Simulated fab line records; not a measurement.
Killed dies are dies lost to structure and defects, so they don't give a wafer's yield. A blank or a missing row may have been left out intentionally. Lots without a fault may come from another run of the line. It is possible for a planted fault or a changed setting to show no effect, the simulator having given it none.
fab line records    flow nand-harc
record: lots: 5  wafers: 15  last-day: 33
route steps=1302 shown P_ZERO_WELL@68 P_STI@69 END@1302
lots that met no fault: from a run of the same line without faults
start-h: start of the lot's first displayed wafer, in hours after the record's first day    wait-h: hours from the lot's prior step to this one    " the same as in the row above    L1.1+2: one row covering several wafers at once    - either no value or no given start    * or withheld: withheld    < > ~ a bound
route shown NAME@n: NAME is a module with steps in the file, n the number in the route of the first one    usual: average and standard deviation across the fault-free wafers    same: alike in all rows    chamber/n: place in a boat    sites: readings site by site    _std_site: the standard deviation of these    _edge_site: mean of outer sites minus mean of inner sites    radius-mm: for every site, how far away it sits from the centre of the wafer    mask NAME#n: copy n    behind: tool/chamber where the wafer was last shaped    hold: reason for holding the lot/hours on hold/outcome of the hold    device: which transistor (n, p or np) failed to switch    end of line: at the end of the route, the tests of the same wafers    a step given without rows: its recipe and nothing more    killed: dies that structure and defects cost at the first sort, which is not the same as the wafer's yield    map: the dies of a wafer, with x for killed, . for not killed, _ for no die there
set.NAME: the setting that was run; set.NAME@STEP: the one run at that earlier step    model.NAME: the simulator's own value behind a step, which no gauge read
lots seen at some steps along the route; tables by step, rows by wafer
services: from which hour (start-h, from the record's first day; less than 0 if before it) a tool's chamber was out of use, for how many hours, and why
== steps ==
step: NHARC_P_ZERO_WELL_INSPECT_43
usual: raw-defect-count: 13/5.8
lot.wafer  tool               chamber  start-h  wait-h  raw-defect-count
L752.1     defect-inspect-01  -        47.67    0.6     13
L752.2     "                  -        "        "       6
L752.4     "                  -        "        "       6
L762.2     defect-inspect-02  -        148.41   0.5     19
L762.5     "                  -        "        "       6
L762.6     "                  -        "        "       22
L771.2     defect-inspect-02  -        240.73   0.5     11
L771.4     "                  -        "        "       15
L771.6     "                  -        "        "       16
L772.1     defect-inspect-02  -        247.78   0.6     10
L772.2     "                  -        "        "       8
L772.6     "                  -        "        "       7
L773.2     defect-inspect-01  -        257.74   0.5     14
L773.3     "                  -        "        "       13
L773.6     "                  -        "        "       17
step: NHARC_P_STI_ETCH_26
recipe: target-depth-a: 110  chemistry: dHF  material: SiO2
step: NHARC_P_STI_PRECLEAN_27
recipe: time-s: *  temp-c: 50  bath-age-min: 0  chemistry: SC1
step: NHARC_P_STI_SRD_28
step: NHARC_P_STI_OXIDE_29
recipe: target-thk-a: 100  temp-c: 900  ox-time-s: 1362  material: SiO2
step: NHARC_P_STI_HM_DEP_30
recipe: target-thk-a: 800  temp-c: 790  pressure-mtorr: 300  time-s: 873  material: Si3N4
step: NHARC_P_STI_DEHYDRATE_01
recipe: temp-c: 150  time-s: 120
step: NHARC_P_STI_HMDS_02
recipe: time-s: 30
step: NHARC_P_STI_COAT_41
recipe: temp-c: 200  time-s: 65
step: NHARC_P_STI_COAT_03
recipe: spin-rpm: 2000  resist-thk-nm: 600
step: NHARC_P_STI_SOFTBAKE_04
recipe: temp-c: 125  time-s: 70
step: NHARC_P_STI_EBR_05
step: NHARC_P_STI_EXPOSE_06
recipe: na: 0.55  target-cd-nm: 200  dose-mj: 37.69  mask-id: P_STI
lot.wafer   tool            chamber  start-h  wait-h  mask
L752.1+2+4  krf-scanner-04  0        65.98    -       P_STI#0
L762.2+5+6  krf-scanner-01  0        163.79   -       P_STI_R1#0
L771.2+4+6  krf-scanner-01  0        256.17   -       P_STI#0
L772.1+2+6  krf-scanner-04  0        263.53   -       P_STI#0
L773.2+3+6  krf-scanner-04  0        273.43   -       P_STI#0
step: NHARC_P_STI_PEB_07
recipe: peb-temp-c: 128  peb-time-s: 80
step: NHARC_P_STI_DEVELOP_08
recipe: time-s: 50  dev-temp-c: 22
step: NHARC_P_STI_CD_MEAS_09
recipe: target-cd-nm: 200  landing-energy-ev: 500
usual: cd-nm: 199.8/1.9
lot.wafer  tool       chamber  start-h  wait-h  cd-nm
L752.1     cd-sem-02  0        66.13    -       201.3
L752.2     "          0        "        "       203.3
L752.4     "          0        "        "       202.9
L762.2     cd-sem-03  0        163.94   -       191.0
L762.5     "          0        "        "       192.7
L762.6     "          0        "        "       192.0
L771.2     cd-sem-02  0        256.32   -       198.4
L771.4     "          0        "        "       197.4
L771.6     "          0        "        "       198.3
L772.1     cd-sem-03  0        263.68   -       201.6
L772.2     "          0        "        "       201.2
L772.6     "          0        "        "       201.1
L773.2     cd-sem-02  0        273.57   -       200.5
L773.3     "          0        "        "       202.1
L773.6     "          0        "        "       199.5
step: NHARC_P_STI_OVL_MEAS_10
usual: overlay-x-nm: 0/5.9  overlay-y-nm: 1/5.5
lot.wafer  tool        chamber  start-h  wait-h  overlay-x-nm  overlay-y-nm
L752.1     overlay-01  -        66.22    -       -6            -3
L752.2     "           -        "        "       -6            -3
L752.4     "           -        "        "       -6            -3
L762.2     overlay-01  -        164.03   -       -7            8
L762.5     "           -        "        "       -7            8
L762.6     "           -        "        "       -8            9
L771.2     overlay-02  -        256.41   -       0             6
L771.4     "           -        "        "       0             6
L771.6     "           -        "        "       0             6
L772.1     overlay-02  -        263.77   -       -9            4
L772.2     "           -        "        "       -8            3
L772.6     "           -        "        "       -9            4
L773.2     overlay-01  -        273.66   -       2             -6
L773.3     "           -        "        "       2             -6
L773.6     "           -        "        "       2             -6
step: NHARC_P_STI_INSPECT_11
usual: raw-defect-count: 5.5/2.8
lot.wafer  tool               chamber  start-h  wait-h  raw-defect-count
L752.1     defect-inspect-01  -        66.26    0.0     2
L752.2     "                  -        "        "       9
L752.4     "                  -        "        "       5
L762.2     defect-inspect-02  -        164.07   0.0     7
L762.5     "                  -        "        "       8
L762.6     "                  -        "        "       21
L771.2     defect-inspect-01  -        256.44   0.0     8
L771.4     "                  -        "        "       8
L771.6     "                  -        "        "       7
L772.1     defect-inspect-01  -        263.81   0.0     7
L772.2     "                  -        "        "       6
L772.6     "                  -        "        "       4
L773.2     defect-inspect-01  -        273.70   0.0     5
L773.3     "                  -        "        "       1
L773.6     "                  -        "        "       6
step: NHARC_P_STI_HARDBAKE_13
recipe: temp-c: 118  time-s: 65
step: NHARC_P_STI_DESCUM_14
recipe: time-s: 3  o2-flow-sccm: 200  ar-flow-sccm: 0  bias-power-w: 0  chemistry: O2
usual: drypump-motor-current-A: 5.8/0.5  oes-product-au: 1.003/0.0079  rf-vpp-V: 57.9/0.94  showerhead-plenum-p-Torr: 1.93/0.084  throttle-valve-pct: 11.310/0.009
lot.wafer  tool         chamber  start-h  wait-h  drypump-motor-current-A  oes-product-au  rf-hours-counter-h  rf-vpp-V  showerhead-plenum-p-Torr  throttle-valve-pct  model.P_STI.cd-nm
L752.2     rie-diel-08  3        66.39    -       4.8                      1.002           3                   57.7      1.79                      11.320              203.8
L752.1     "            0        "        "       5.7                      0.995           3                   58.4      1.90                      11.308              201.9
L752.4     "            1        "        "       6.3                      0.991           3                   57.5      2.06                      11.317              203.7
L762.2     rie-diel-06  3        164.23   -       5.7                      1.011           1                   56.6      2.00                      11.317              191.2
L762.5     "            0        "        "       5.9                      1.008           -                   57.7      1.97                      11.318              -
L762.6     "            1        "        "       6.4                      1.002           -                   58.9      1.98                      11.310              192
L771.4     rie-diel-08  2        256.58   -       5.8                      1.007           3                   56.5      1.81                      11.309              197.6
L771.2     "            3        "        "       4.8                      1.000           4                   56.4      1.79                      11.315              197.9
L771.6     "            2        "        "       5.8                      1.001           -                   57.6      1.81                      11.306              198.3
L772.1     rie-diel-08  2        263.94   -       5.8                      1.002           4                   57.3      1.81                      11.318              201.7
L772.2     "            0        "        "       5.7                      0.990           4                   58.2      1.90                      11.308              201.3
L772.6     "            3        "        "       4.8                      1.004           -                   57.1      1.79                      11.311              200.5
L773.2     rie-diel-08  3        273.83   -       4.8                      1.004           5                   57.4      1.79                      11.301              200.4
L773.3     "            2        "        "       5.8                      1.012           4                   58.6      1.81                      11.325              201.9
L773.6     "            3        "        "       4.8                      1.009           -                   58.0      1.79                      11.312              199.1
step: NHARC_P_STI_ETCH_42
recipe: target-depth-a: 800  overetch-a: 240  time-s: 61  ion-energy-ev: 200  n2-flow-sccm: 150  h2-flow-sccm: 150  ar-flow-sccm: 0  rf-w: 400  bias-w: 150  chemistry: N2/H2
usual: drypump-motor-current-A: 5.8/0.49  n2-flow-sccm: 150.0/0.46  oes-product-au: 1.002/0.0068  rf-vpp-V: 431.2/2.8  showerhead-plenum-p-Torr: 2.06/0.091  throttle-valve-pct: 14.171/0.009
lot.wafer  tool         chamber  start-h  wait-h  drypump-motor-current-A  n2-flow-sccm  oes-product-au  rf-hours-counter-h  rf-vpp-V  showerhead-plenum-p-Torr  throttle-valve-pct
L752.4     rie-diel-08  1        66.48    0.1     6.3                      150.2         0.995           3                   435.3     2.19                      14.159
L752.1     "            3        "        "       4.8                      150.8         0.999           3                   428.4     1.91                      14.175
L752.2     "            0        "        "       5.7                      149.9         1.003           3                   429.8     2.03                      14.176
L762.2     rie-diel-06  3        164.30   0.1     5.7                      150.6         1.014           1                   433.7     2.13                      14.158
L762.5     "            0        "        "       5.9                      149.0         1.008           -                   432.5     2.10                      14.172
L762.6     "            1        "        "       6.4                      150.0         1.002           -                   432.2     2.11                      14.172
L771.4     rie-diel-08  3        256.66   0.1     4.8                      149.0         1.007           4                   427.2     1.90                      14.186
L771.2     "            1        "        "       6.3                      149.1         1.001           3                   436.0     2.19                      14.166
L771.6     "            3        "        "       4.8                      149.3         1.006           -                   425.8     1.90                      14.175
L772.2     rie-diel-08  0        264.03   0.1     5.7                      150.2         1.006           4                   430.9     2.03                      14.171
L772.1     "            2        "        "       5.8                      150.2         1.005           4                   428.7     1.93                      14.156
L772.6     "            0        "        "       5.7                      150.4         1.002           -                   431.1     2.03                      14.167
L773.2     rie-diel-08  3        273.94   0.1     4.8                      150.2         1.000           5                   425.5     1.90                      14.188
L773.3     "            1        "        "       6.3                      150.2         1.009           4                   434.4     2.19                      14.171
L773.6     "            3        "        "       4.8                      149.7         1.009           -                   426.7     1.90                      14.171
step: NHARC_P_STI_ETCH_31
recipe: target-depth-a: 1089  time-s: 54.5  cf4-flow-sccm: 100  chf3-flow-sccm: 30  ar-flow-sccm: 0  rf-w: 500  bias-w: 200  chemistry: CF4/CHF3
usual: cf4-flow-sccm: 100.0/0.31  chf3-flow-sccm: 30.00/0.099  drypump-motor-current-A: 5.7/0.49  oes-product-au: 0.961/0.018  rf-vpp-V: 371.1/2.4  showerhead-plenum-p-Torr: 1.59/0.065  throttle-valve-pct: 16.801/0.009
lot.wafer  tool         chamber  start-h  wait-h  cf4-flow-sccm  chf3-flow-sccm  drypump-motor-current-A  oes-product-au  rf-hours-counter-h  rf-vpp-V  showerhead-plenum-p-Torr  throttle-valve-pct
L752.4     rie-diel-08  2        -        -       99.3           29.98           5.8                      0.985           3                   368.0     1.50                      16.790
L752.2     "            3        "        "       100.2          29.96           4.8                      0.963           4                   368.8     1.48                      16.801
L752.1     "            0        "        "       99.8           30.02           5.7                      0.962           3                   370.7     1.57                      16.800
L762.2     rie-diel-06  1        -        -       100.5          29.99           6.4                      0.921           1                   373.0     1.62                      16.810
L762.6     "            2        "        "       100.3          29.92           5.5                      0.929           -                   372.9     1.64                      16.789
L762.5     "            3        "        "       100.1          30.08           5.7                      0.927           -                   374.1     1.64                      16.802
L771.4     rie-diel-08  0        -        -       99.7           30.15           5.7                      0.970           4                   368.6     1.56                      16.807
L771.2     "            2        "        "       100.0          29.85           5.8                      0.971           3                   367.5     1.49                      16.790
L771.6     "            3        "        "       100.1          30.07           4.8                      0.947           -                   367.4     1.48                      16.802
L772.1     rie-diel-08  0        -        -       100.2          29.98           5.7                      0.979           4                   371.3     1.56                      16.800
L772.2     "            1        "        "       100.1          30.31           6.3                      0.982           4                   373.3     1.68                      16.790
L772.6     "            2        "        "       99.5           29.97           5.8                      0.950           -                   368.2     1.49                      16.802
L773.3     rie-diel-08  3        -        -       99.7           30.06           4.8                      0.925           5                   366.5     1.48                      16.800
L773.2     "            2        "        "       99.8           29.93           5.8                      0.923           4                   367.3     1.49                      16.808
L773.6     "            1        "        "       100.0          30.06           6.3                      0.927           -                   372.7     1.68                      16.807
step: NHARC_P_STI_ETCH_15
recipe: target-depth-a: 3000  taper-deg: 4  time-s: 100.1  hbr-flow-sccm: 150  cl2-flow-sccm: 50  rf-w: 400  icp-w: 400  bias-w: 100  chemistry: HBr/Cl2
usual: drypump-motor-current-A: 5.7/0.32  he-backside-leak-sccm: 2.65/0.18  oes-product-au: 1.001/0.0072  throttle-valve-pct: 26.405/0.0093
lot.wafer  tool       chamber  start-h  wait-h  drypump-motor-current-A  he-backside-leak-sccm  oes-product-au  rf-hours-counter-h  throttle-valve-pct  model.P_STI.cd-nm
L752.4     rie-si-02  2        66.67    -       5.7                      2.38                   0.997           0.8                 26.391              203.5
L752.1     "          0        "        "       5.7                      2.82                   1.011           0.9                 26.390              202.5
L752.2     "          1        "        "       5.6                      2.39                   1.008           0.9                 26.397              203.4
L762.2     rie-si-06  2        164.48   -       5.0                      2.59                   1.001           0.6                 26.411              191.2
L762.6     "          2        "        "       5.0                      2.63                   1.008           -                   26.409              191.6
L762.5     "          0        "        "       6.0                      2.97                   1.004           -                   26.417              191.8
L771.4     rie-si-02  1        256.85   -       5.6                      2.67                   0.997           0.9                 26.414              197.2
L771.2     "          3        "        "       5.5                      2.62                   1.014           1.0                 26.416              197.2
L771.6     "          2        "        "       5.7                      2.43                   1.011           -                   26.396              197.7
L772.1     rie-si-04  3        264.22   -       5.7                      3.04                   1.006           0.5                 26.400              201.2
L772.2     "          2        "        "       6.1                      2.61                   1.015           0.5                 26.398              200.7
L772.6     "          3        "        "       5.8                      2.69                   0.991           -                   26.426              199.8
L773.2     rie-si-02  1        274.16   -       5.6                      2.51                   1.009           1.1                 26.392              199.1
L773.3     "          2        "        "       5.7                      2.39                   1.002           1.1                 26.399              200.2
L773.6     "          1        "        "       5.6                      2.45                   1.011           -                   26.387              196.9
step: NHARC_P_STI_CD_MEAS_16
usual: cd-nm: 199.3/2
lot.wafer  tool       chamber  start-h  wait-h  cd-nm
L752.1     cd-sem-01  -        66.83    -       202.4
L752.2     "          -        "        "       203.3
L752.4     "          -        "        "       203.9
L762.2     cd-sem-01  -        164.67   -       191.1
L762.5     "          -        "        "       191.7
L762.6     "          -        "        "       191.3
L771.2     cd-sem-03  -        257.02   -       197.2
L771.4     "          -        "        "       197.0
L771.6     "          -        "        "       197.5
L772.1     cd-sem-03  -        264.41   -       201.1
L772.2     "          -        "        "       200.7
L772.6     "          -        "        "       199.9
L773.2     cd-sem-02  -        274.31   -       199.3
L773.3     "          -        "        "       200.1
L773.6     "          -        "        "       196.6
step: NHARC_P_STI_OCD_MEAS_17
usual: trench-depth-nm: 301.1/2.6  trench-foot-cd-nm: 157.7/1.9
lot.wafer  tool    chamber  start-h  wait-h  trench-depth-nm  trench-foot-cd-nm
L752.1     ocd-02  -        66.91    0.1     301.4            158.9
L752.2     "       -        "        "       298.1            161.6
L752.4     "       -        "        "       301.0            161.2
L762.2     ocd-02  -        164.76   0.1     301.3            149.0
L762.5     "       -        "        "       304.5            150.0
L762.6     "       -        "        "       303.4            150.2
L771.2     ocd-01  -        257.10   0.1     299.5            155.9
L771.4     "       -        "        "       299.7            155.5
L771.6     "       -        "        "       302.4            156.8
L772.1     ocd-02  -        264.50   0.1     302.5            159.1
L772.2     "       -        "        "       308.8            157.9
L772.6     "       -        "        "       299.3            159.1
L773.2     ocd-02  -        274.40   0.1     303.7            158.4
L773.3     "       -        "        "       301.2            159.7
L773.6     "       -        "        "       303.7            157.1
step: NHARC_P_STI_STRIP_19
recipe: time-s: 900  temp-c: 130  chemistry: SPM
step: NHARC_END_SORT_01
recipe: temp-c: 25
usual: killed-at-array: 54/20  killed-at-other: 0.9/1.1  killed-at-periphery: 3.8/2.4  killed-dies: 58/20  killed-open: 3.5/1.9  killed-short: 2.5/1.6
same: gross-dies: 677
lot.wafer  tool       chamber  start-h  wait-h  killed-at-array  killed-at-other  killed-at-periphery  killed-dies  killed-open  killed-short
L762.2     prober-02  0        682.77   2.8     35               0                3                    38           3            2
L762.5     prober-02  0        685.21   3.7     54               2                4                    60           4            2
L762.6     prober-02  0        686.02   4.1     37               1                9                    47           3            4
L772.1     prober-01  0        780.01   2.5     64               1                2                    67           6            2
L772.2     prober-01  0        780.83   2.8     35               1                2                    38           2            1
L772.6     prober-01  0        784.09   4.1     70               0                1                    71           8            2
killed by level:class
L762.2 A_SLIT:chamber-film-flake=10 A_STAIRCASE:chamber-film-flake=6 A_WL_FILL:chamber-film-flake=5 A_CONTACT:chamber-film-flake=5 A_CHANNEL_HOLE_D2:geometric-particle:short=2 P_M0:chamber-film-flake=2 A_CHANNEL_HOLE_D1:chamber-film-flake=2 A_ONON_D1:geometric-particle:open=1
L762.5 A_SLIT:chamber-film-flake=32 P_M0:chamber-film-flake=3 A_ZERO_WELL:chamber-film-flake=3 A_STAIRCASE:chamber-film-flake=3 A_SGD_CUT:chamber-film-flake=3 A_WL_FILL:chamber-film-flake=3 A_CONTACT:chamber-film-flake=3 A_CHANNEL_HOLE_D1:chamber-film-flake=2
L762.6 A_SLIT:chamber-film-flake=13 P_M0:chamber-film-flake=5 A_SGD_CUT:chamber-film-flake=5 A_WL_FILL:chamber-film-flake=4 P_ZERO_WELL:chamber-film-flake=3 A_STAIRCASE:chamber-film-flake=3 A_CONTACT:chamber-film-flake=3 A_CHANNEL_FILL_D2:geometric-particle:short=2
L772.1 A_SLIT:chamber-film-flake=35 A_STAIRCASE:chamber-film-flake=9 A_CONTACT:chamber-film-flake=6 A_CHANNEL_HOLE_D1:chamber-film-flake=3 A_ONON_D1:geometric-particle:open=2 P_GATE:geometric-particle:open=1 P_CONTACT:geometric-particle:open=1 A_CHANNEL_HOLE_D2:geometric-particle:short=1
L772.2 A_SLIT:chamber-film-flake=13 A_STAIRCASE:chamber-film-flake=12 A_CHANNEL_FILL_D2:chamber-film-flake=2 A_CONTACT:chamber-film-flake=2 P_M1:geometric-particle:open=1 A_M0:geometric-particle:open=1 A_M1:geometric-particle:short=1 P_ZERO_WELL:chamber-film-flake=1
L772.6 A_SLIT:chamber-film-flake=42 A_STAIRCASE:chamber-film-flake=7 A_CONTACT:chamber-film-flake=5 A_CHANNEL_HOLE_D1:chamber-film-flake=4 A_BLC:geometric-particle:open=2 A_CHANNEL_HOLE_D2:chamber-film-flake=2 P_M1:geometric-particle:open=1 A_CHANNEL_FILL_D1:geometric-particle:open=1
== services ==
tool            chamber  start-h  hours  kind
krf-scanner-04  -        57.29    1.0    repair
rie-si-06       -        72.00    9.0    pm
rie-diel-08     3        78.97    27.6   repair
rie-diel-06     3        97.46    17.5   repair
rie-si-02       -        100.00   9.0    pm
rie-diel-08     0        122.08   2.7    repair
rie-diel-06     -        130.20   9.0    pm
rie-si-04       3        131.66   3.1    repair
krf-scanner-04  -        150.84   0.8    repair
rie-si-06       1        158.25   9.2    repair
rie-si-04       -        165.00   9.0    pm
krf-scanner-04  -        182.00   4.0    pm
rie-diel-06     1        190.30   13.6   repair
rie-diel-08     -        190.83   9.0    pm
krf-scanner-01  -        199.01   2.1    repair
krf-scanner-01  -        207.65   0.3    repair
krf-scanner-04  -        210.95   0.5    repair
rie-si-04       3        212.72   6.3    repair
rie-diel-06     1        231.66   13.3   repair
krf-scanner-01  -        232.48   3.1    repair
rie-diel-08     3        234.92   3.8    repair
rie-si-04       1        237.74   1.0    repair
rie-diel-06     -        245.53   13.0   repair
rie-diel-08     0        270.70   6.7    repair
== key ==
first-sign: step: NHARC_P_STI_EXPOSE_06  reading: mask  direction: changed
effect: step: NHARC_P_STI_CD_MEAS_09  reading: cd-nm  direction: down  sigmas: 4.2  usual: 199.8  struck: 191.9
effect: step: NHARC_P_STI_CD_MEAS_16  reading: cd-nm  direction: down  sigmas: 4.1  usual: 199.3  struck: 191.3
effect: step: NHARC_P_STI_OCD_MEAS_17  reading: trench-foot-cd-nm  direction: down  sigmas: 4.3  usual: 157.7  struck: 149.7
model-effect: step: NHARC_P_STI_DESCUM_14  value: P_STI.cd-nm  without: 200.3  struck: 191.6
model-effect: step: NHARC_P_STI_ETCH_15  value: P_STI.cd-nm  without: 200.3  struck: 191.5
met-at NHARC_P_STI_EXPOSE_06
struck-wafers L762.2,L762.5,L762.6
tester-left-out L762
fault: kind: wrong-mask  tool: any  chamber: -  onset-h: 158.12  steps: NHARC_P_STI_EXPOSE_06  aux-copy: P_STI_R1#0  cd-offset-nm: -8.729  scope: struck-lots-only
tester-left-out: of these lots the tester's yield and bins aren't shown, on N5 and GAA mostly nor the transistor test; their killed dies are dies lost to structure and defects alone, not to doping, threshold or leakage, so they don't give the yield
